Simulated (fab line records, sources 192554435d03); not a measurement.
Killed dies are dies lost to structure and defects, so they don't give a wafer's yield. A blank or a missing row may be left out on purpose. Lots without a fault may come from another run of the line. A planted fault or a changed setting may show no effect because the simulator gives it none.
A struck lot beside a sound one | flow n5_finfet | 35 steps out of a route of 1938
Sound: wafers L882.2, L882.5, L882.6. Struck: wafer L884.4. (L884.1, L884.5 of the same lot were not struck and are left out.) The cause comes at the end.
At each step with rows: each side's tool, then ch and its chambers, then its first start. Under that, the readings that differ: sound wafers | struck wafers | difference of the means | sigmas: that difference in standard deviations of wafers without a fault.
alike: readings whose means differ by less than 2 such deviations, and words and numbers that are the same on both sides. not compared: withheld readings, readings that some wafer has no value for, bounds like >300 that may hide the same value, and numbers for which the record gives no deviation and whose values overlap.
The two part at a step that has a row with sigmas, a row that says differs or no value, or rows on one side only. Numbers that don't overlap but have no deviation are shown without sigmas and don't part them. A reading that every wafer of one side lacks parts them only if that side has two wafers or more.

first, 8 steps without rows for these wafers: N5_BEOL_M5_CMP_52 (polishes, stops on SiCOH lowk, t overpolish 6.9 s, target thk 62 nm); N5_BEOL_M5_PRE_CLEAN_77 (time 15 s); N5_BEOL_M5_CO_CAP_78 (material Co, precursor CCTBA/H2, target thk 2 nm, time 102.1 s); N5_BEOL_M5_PRE_CLEAN_55 (time 15 s); N5_BEOL_M5_DEP_56 (deposits SiCN from 3MS/NH3, target thk 8 nm, time 14 s); N5_BEOL_M6_ILD_DEP_00 (deposits SiCOH lowk from DEMS/porogen, target thk 179.75 nm, time 33.4 s); N5_BEOL_M6_CURE_74 (cures SiCOH lowk, time 240 s); N5_BEOL_M6_PECVD_70 (deposits SiO2 from TEOS/O2, target thk 20 nm, time 22.7 s).
N5_BEOL_M6_HM_DEP_02: deposits TiN, target thk 20 nm.
  sound on pvd_sputter-03, day 10 01:56; struck on pvd_sputter-03, day 10 15:54
  reading                                    | sound        | struck | difference | sigmas
  model.TiN_of_BEOL_M6_HM_DEP_02.thk_nm (nm) | 20 19.6 19.6 | 26.4   | +6.7       |
  alike: susceptor_temp_C, throttle_valve_pct
then, 13 steps without rows for these wafers: N5_BEOL_M6_COAT_59 (time 60 s, resist thk 100 nm); N5_BEOL_M6_COAT_60 (time 60 s, resist thk 35 nm); N5_BEOL_M6_COAT_05 (resist thk 90 nm); N5_BEOL_M6_EBR_07; N5_BEOL_M6_SOFTBAKE_06 (time 60 s); N5_BEOL_M6_EXPOSE_08 (exposes mask M6); N5_BEOL_M6_PEB_09 (peb time 60 s); N5_BEOL_M6_DEVELOP_10 (develop time 30 s); N5_BEOL_M6_DESCUM_16 (chemistry O2, time 7.9 s); N5_BEOL_M6_ETCH_61 (etches SiARC in CF4, target depth 45.5 nm, time 75.8 s); N5_BEOL_M6_ETCH_62 (etches SOC in N2/H2, target depth 110 nm, overetch 22 nm, time 165 s); N5_BEOL_M6_STRIP_68 (strips in N2/H2); N5_BEOL_M6_STRIP_67 (strips in CF4).
N5_BEOL_M6_HM_OPEN_17: chemistry Cl2/BCl3, target TiN, target depth 20 nm, overetch 6 nm.
  sound on rie_metal-03 ch 0,1, day 10 02:41; struck on rie_metal-01 ch 0, day 10 16:46
  reading                     | sound             | struck | difference | sigmas
  drypump_motor_current_A (A) | 6.0 6.3 6.1       | 5.3    | -0.8       | -3
  oes_product_au (a.u.)       | 0.52 0.67 0.52    | 0.76   | +0.19      | +2
  throttle_valve_pct (%)      | 22.03 22.09 22.03 | 21.56  | -0.49      | -2
  model.etch.depth_nm (nm)    | 20.06 19.54 19.66 | 26.32  | +6.57      |
  not compared: rf_hours_counter_h
then, 10 steps without rows for these wafers: N5_BEOL_M6_STRIP_19 (strips in O2); N5_BEOL_M6_COAT_63 (time 60 s, resist thk 60 nm); N5_BEOL_M6_COAT_64 (time 60 s, resist thk 12 nm); N5_BEOL_M6_COAT_71 (time 60 s, resist thk 5 nm); N5_BEOL_M6_COAT_22 (resist thk 30 nm); N5_BEOL_M6_EBR_24; N5_BEOL_M6_SOFTBAKE_23 (time 60 s); N5_BEOL_M6_EXPOSE_25 (exposes mask V5, target cd 40 nm); N5_BEOL_M6_PEB_26 (peb time 60 s); N5_BEOL_M6_DEVELOP_27 (develop time 30 s).
N5_BEOL_M6_TRENCH_ETCH_37: etches SiCOH lowk in C4F6/O2, target depth 94.435 nm, time 31.5 s.
  sound on rie_diel-06 ch 2,3; struck on rie_diel-06 ch 3
  reading                                    | sound          | struck | difference | sigmas
  oes_product_au (a.u.)                      | 1.00 0.68 0.99 | 0.66   | -0.23      | -2
  showerhead_plenum_p_Torr (Torr)            | 3.03 2.71 3.03 | 2.71   | -0.21      | -2
  model.TiN_of_BEOL_M6_HM_DEP_02.thk_nm (nm) | 17.4 16.8 17   | 23.6   | +6.5       |
  alike: C4F6_flow_sccm, drypump_motor_current_A, rf_vpp_V, throttle_valve_pct
  not compared: rf_hours_counter_h
-- the record jumps here: 4 days lie between the struck wafers' starts before and after (it left off in module BEOL_M6 and takes up again in module PASSIVATION, whose first step shown is number 1936 of the route) --
N5_PASSIVATION_PROBE_49:
  the record has rows for the struck wafers here (prober-02, day 14 13:41) and none for the sound ones

WHERE THEY PART
First at N5_BEOL_M6_HM_OPEN_17; last, within this record, at N5_PASSIVATION_PROBE_49.

WHY: what the simulator had put in
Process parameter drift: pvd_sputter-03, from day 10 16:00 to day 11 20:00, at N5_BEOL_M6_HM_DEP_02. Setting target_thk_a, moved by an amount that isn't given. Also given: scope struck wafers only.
